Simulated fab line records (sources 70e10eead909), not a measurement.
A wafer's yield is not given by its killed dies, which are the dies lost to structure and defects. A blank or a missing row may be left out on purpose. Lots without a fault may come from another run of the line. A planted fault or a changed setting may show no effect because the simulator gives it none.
Code-filled problem report in 8D (eight disciplines) form + flow nand harc + the parts of the form that need people (team, actions taken, sign-off) are left out

1. PROBLEM STATEMENT
At NHARC_END_SORT_01, killed dies averages 677 over 6 wafers from 2 lots, while fault-free wafers read 32, standard deviation 9. That puts it +72 standard deviations away from the usual mean.
Earliest sighting: wafer L971.1 on prober-02 at day 24 12:34. The record has a number at this step for 15 wafers belonging to 5 lots. By rule, "out" or "out of limits" means more than 4 standard deviations away from the usual mean. The other wafers with a number count as sound.

2. WHAT THIS IS AND IS NOT
| question                    | is                           | is not                                                             |
|-----------------------------|------------------------------|--------------------------------------------------------------------|
| which readings at this step | killed dies, killed at array | killed at other, killed at periphery, killed short                 |
| which lots                  | L970, L971                   | L959, L963, L976                                                   |
| which wafers of those lots  | all that have a number       | -                                                                  |
| read on which gauges        | prober-02                    | -                                                                  |
| when                        | from day 24 12:34            | up to then (6 sound wafers); but 3 sound wafers of L976 came after |

3. THE SUSPECTS, EACH WITH WHAT RULES IT OUT
Counting: a tool at a process step up to the reading stays a suspect if it ran every lot that is out and no sound lot after the first of them.
- the gauge at NHARC_END_SORT_01: kept. All the wafers that are out were read on prober-02, and no step on other tools shows them out.
- ald hk-04 at NHARC_A_CHANNEL_FILL_D1_ALD_02 (deposits SiO2, target thk 6 nm, pulse time 10 s, ald cycles 60): kept. It processed each lot that is out, first L970 at day 12 19:47, and no sound lot thereafter; up to then, the last sound lot it processed was L963 at day 10 17:08.
After counting, ald hk-04 at NHARC_A_CHANNEL_FILL_D1_ALD_02 and prober-02 at NHARC_END_SORT_01 remain.

4. THE CAUSE (what the simulator had put in)
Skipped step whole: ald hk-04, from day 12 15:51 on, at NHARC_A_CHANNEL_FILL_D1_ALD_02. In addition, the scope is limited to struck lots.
After counting, 2 suspects remain, this tool included.

5. SEQUENCE OF EFFECTS, ordered by route
Each row: a reading whose mean over the struck wafers that have a number lies more than 3 standard deviations from the usual. Only readings for which the record gives a usual standard deviation are gone through. hours: the time from each lot's start at the first step in this table that gives one to its start at this step, as a median over the lots. sigmas: the change in usual standard deviations.
| hours | step              | reading         | usual | on struck wafers | change | sigmas |
|-------|-------------------|-----------------|-------|------------------|--------|--------|
| 0     | NHARC_END_SORT_01 | killed at array | 28    | 673              | +645   | +71    |
| 0     | NHARC_END_SORT_01 | killed dies     | 32    | 677              | +645   | +72    |
Readings that are blank on the struck wafers while sound wafers have them: heater power outer w at NHARC_A_CHANNEL_FILL_D1_ALD_02; heater power w at NHARC_A_CHANNEL_FILL_D1_ALD_02; precursor pulse height rel at NHARC_A_CHANNEL_FILL_D1_ALD_02.

6. WHAT WOULD HAVE CAUGHT IT SOONER
The first out-of-limits reading at a measuring or inspecting step in this record came at day 24 12:34, 285 hours after the fault's start at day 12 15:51.
At NHARC_A_CHANNEL_FILL_D1_ALD_02 the tool's readings are blank on the struck wafers, where sound wafers have them: an empty tool record is the first sign, and it was there at once.
All the lots that are out (2) had begun NHARC_A_CHANNEL_FILL_D1_ALD_02 on ald hk-04 by day 24 12:34. A hold on the tool at that time would have spared none of them.
